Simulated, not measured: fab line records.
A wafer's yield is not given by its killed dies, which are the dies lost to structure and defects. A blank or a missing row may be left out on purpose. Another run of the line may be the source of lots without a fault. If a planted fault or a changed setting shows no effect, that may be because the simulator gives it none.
Problem report in the 8D (eight disciplines) form, filled by code :: flow nand-harc :: the parts of the form that need people (team, actions taken, sign-off) are left out

## 1. WHAT IS WRONG
heater-power-total-W at NHARC_A_CHANNEL_HOLE_D1_SOFTBAKE_05 reads a mean of 204.13 W on 6 wafers of 2 lots; wafers without a fault read 188.45 W with a standard deviation of 0.13. So: +99 or more standard deviations from the usual mean.
The step: time 55 s.
The first sign was on wafer L381.3 at day 12 16:00, on litho-track-04. At this step, 39 wafers from 13 lots have a number in the record. Rule for "out" (also "out of limits"): further than 4 standard deviations from the usual mean. All remaining wafers that have a number are taken as sound.

## 2. WHAT IT IS; WHAT IT IS NOT
question: which readings at this step
is: heater-power-total-W
is not: -

question: which lots
is: L381, L384
is not: L362, L363, L364, L365, L366, L368, L371, L372, L373, L375, L376

question: which wafers of those lots
is: all that have a number
is not: -

question: read on which tools
is: litho-track-04
is not: litho-track-01, litho-track-06

question: when
is: from day 12 16:00
is not: up to then (33 sound wafers)

## 3. WHAT RULES OUT EACH SUSPECT
Counting: a tool at a process step up to the reading stays a suspect if it ran every lot that is out and no sound lot after the first of them.
- litho-track-04 at NHARC_A_CHANNEL_HOLE_D1_SOFTBAKE_05 (time 55 s): kept. All lots that are out passed through it, beginning with L381 at day 12 16:00, and no sound lot followed; its final sound lot before that point was L376 at day 12 07:00. Its own heater-power-total-W readings are out on those wafers.
Remaining after the count: litho-track-04 at NHARC_A_CHANNEL_HOLE_D1_SOFTBAKE_05.

## 4. THE CAUSE (what the simulator had put in)
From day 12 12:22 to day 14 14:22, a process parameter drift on litho-track-04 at NHARC_A_CHANNEL_HOLE_D1_SOFTBAKE_05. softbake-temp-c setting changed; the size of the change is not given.
Counting left only this tool.

## 5. THE EFFECT CHAIN, in route order
Rows list readings where the struck wafers' mean (over those with a number) sits beyond 3 standard deviations from the usual. Readings are gone through only where the record gives a usual standard deviation; hours: the median, over the lots, of the time from a lot's start at the first step in this table giving one to that lot's start at this step; sigmas: the change measured in usual standard deviations.
hours: 0
step: NHARC_A_CHANNEL_HOLE_D1_SOFTBAKE_05
reading: heater-power-total-W
usual: 188.45 W
on struck wafers: 204.13
change: +15.68
sigmas: +99 or more
Process steps it contains:
- NHARC_A_CHANNEL_HOLE_D1_SOFTBAKE_05: time 55 s.
Later steps that measure or inspect, where all struck wafers having a row at the step show a number for every such reading and not one has moved that far: NHARC_A_CHANNEL_HOLE_D1_CD_MEAS_10, NHARC_END_SORT_01.

## 6. WHAT WOULD HAVE CAUGHT IT SOONER
4 hours passed between the start of the fault at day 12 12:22 and the first reading out of limits in this record, taken at day 12 16:00.
